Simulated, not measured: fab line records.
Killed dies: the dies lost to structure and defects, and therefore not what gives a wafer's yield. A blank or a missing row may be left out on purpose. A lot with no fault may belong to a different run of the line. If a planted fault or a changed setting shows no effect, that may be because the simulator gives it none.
Split-lot study | flow n5-finfet | on a route of 1938 steps: 7 lots, 21 wafers read

## ON THE SPLIT
At N5_SD_EPI_N_EPI_21 (deposits Si:P, time 690 s), the setting temp-c was moved away from the recipe's 680 C on 3 of the 21 wafers read, by +0.4% to +0.5%. All remaining wafers had this setting at the recipe value.

## FROM THE SPLIT TO THE READING: what the file shows between them, 7 steps
- N5_SD_EPI_P_EPI_21: deposits SiGe:B, time 355 s (also split here: time-s)
- N5_SD_EPI_P_EPI_MEAS_23
- N5_SD_EPI_P_HM_STRIP_48: strips SiNx in H3PO4, material SiNx, target depth 3 nm
- N5_SD_EPI_P_SRD_49: time 30 s
- N5_SD_EPI_P_PRECLEAN_24: cleans in O3/DIW, time 45 s
- N5_SD_ACTIVATION_RTA_00: time 0 s
- N5_SD_ACTIVATION_LSA_01: time 0.0008 s

## THE READING
Measured at N5_SD_ACTIVATION_RS_MEAS_03 by four-point probe: RS_SD_N, in ohm/sq. Fault-free wafers of this fab line usually give 21.81 ohm/sq, standard deviation 0.27 ohm/sq.

wafer  | tool, chamber at the split | temp-c as run, C | against the recipe | RS_SD_N, ohm/sq | against lot-mates on the recipe
L075.2 | epi-rpcvd-03, 0            | 680              | recipe             | 21.55           | -
L075.4 | epi-rpcvd-03, 0            | 682.7            | +0.4%              | 20.53           | -0.85
L075.6 | epi-rpcvd-03, 0            | 680              | recipe             | 21.21           | -
L077.3 | epi-rpcvd-01, 0            | 680              | recipe             | 21.91           | -
L077.5 | epi-rpcvd-01, 0            | 680              | recipe             | 21.70           | -
L077.6 | epi-rpcvd-01, 0            | 680              | recipe             | 21.69           | -
L078.2 | epi-rpcvd-03, 0            | 680              | recipe             | 21.56           | -
L078.4 | epi-rpcvd-03, 0            | 680              | recipe             | 21.69           | -
L078.6 | epi-rpcvd-03, 0            | 680              | recipe             | 21.93           | -
L079.2 | epi-rpcvd-03, 0            | 683.5            | +0.5%              | 20.68           | -1.33
L079.4 | epi-rpcvd-03, 0            | 680              | recipe             | 22.01           | -
L079.6 | epi-rpcvd-03, 0            | 683.5            | +0.5%              | 20.91           | -1.10
L086.1 | epi-rpcvd-01, 0            | 680              | recipe             | 22.13           | -
L086.2 | epi-rpcvd-01, 0            | 680              | recipe             | 21.89           | -
L086.6 | epi-rpcvd-01, 0            | 680              | recipe             | 22.26           | -
L087.2 | epi-rpcvd-02, 0            | 680              | recipe             | 21.52           | -
L087.3 | epi-rpcvd-02, 0            | 680              | recipe             | 21.64           | -
L087.6 | epi-rpcvd-02, 0            | 680              | recipe             | 22.01           | -
L089.2 | epi-rpcvd-02, 0            | 680              | recipe             | 21.63           | -
L089.5 | epi-rpcvd-02, 0            | 680              | recipe             | 21.77           | -
L089.6 | epi-rpcvd-02, 0            | 680              | recipe             | 21.84           | -

FIT RESULTS
A straight line over all 21 wafers: RS_SD_N changes by -2.18 ohm/sq for each +1% of temp-c; r = -0.83; the points scatter about the line by 0.26 ohm/sq.
The same after taking each lot's own level away (the mean of its wafers on the recipe; 21 wafers): -2.31 ohm/sq for each +1%; r = -0.94; scatter 0.15 ohm/sq.
Per that fit: largest temp-c move, reading shift of 1.2 ohm/sq.
From 21.380 to 22.093 ohm/sq: that is the span of the lots' own levels, equal to 2.6 times the standard deviation above.
The two slopes are in agreement: the lot-to-lot level therefore moves the slope only a little.
Check: for one of the wafers moved furthest among these (+0.5%), held out of the fit, the line's prediction against its lot-mates is -1.1 ohm/sq. It came out at -1.33 ohm/sq against them.

## OTHER SPLITS ON THESE WAFERS
Note: prior to the reading, these wafers also went through further splits. Each is held against what the fit with the lots' levels taken away leaves over:
other split on the same wafers    | wafers away from the commonest value | r with RS_SD_N (lot level and that fit taken away)
N5_FIN_SAQP_HM_DEP_03 time-s      | 7                                    | -0.12
N5_FIN_SAQP_PECVD_06 time-s       | 11                                   | -0.05
N5_FIN_SAQP_MANDREL_ETCH_22 icp-w | 5                                    | +0.08
N5_DUMMY_GATE_COAT_28 spin-rpm    | 9                                    | +0.25
N5_SD_EPI_P_EPI_21 time-s         | 9                                    | -0.07

## THE WHOLE CHAIN: every reading that the file lists as answering this split, in the file's order
step                        | what it does                                           | reading                                                                         | change (the file's fit)              | r (the file's)
N5_SD_EPI_N_EPI_21          | deposits Si:P, time 690 s                              | Si-P_of_SD_EPI_N_EPI_21.thk-nm (the simulator's own value, which no gauge read) | +6.81 nm for each +1% of the setting | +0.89
N5_SD_EPI_P_HM_STRIP_48     | strips SiNx in H3PO4, material SiNx, target depth 3 nm | Si-P_of_SD_EPI_N_EPI_21.thk-nm (the simulator's own value, which no gauge read) | +6.69 nm for each +1% of the setting | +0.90
N5_SD_ACTIVATION_RS_MEAS_03 | measures by four-point-probe                           | RS_SD_N                                                                         | -2.27 for each +1% of the setting    | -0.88

## FILE'S OWN FIT
RS_SD_N changes by -2.27 ohm/sq for each +1% of temp-c, r = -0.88.
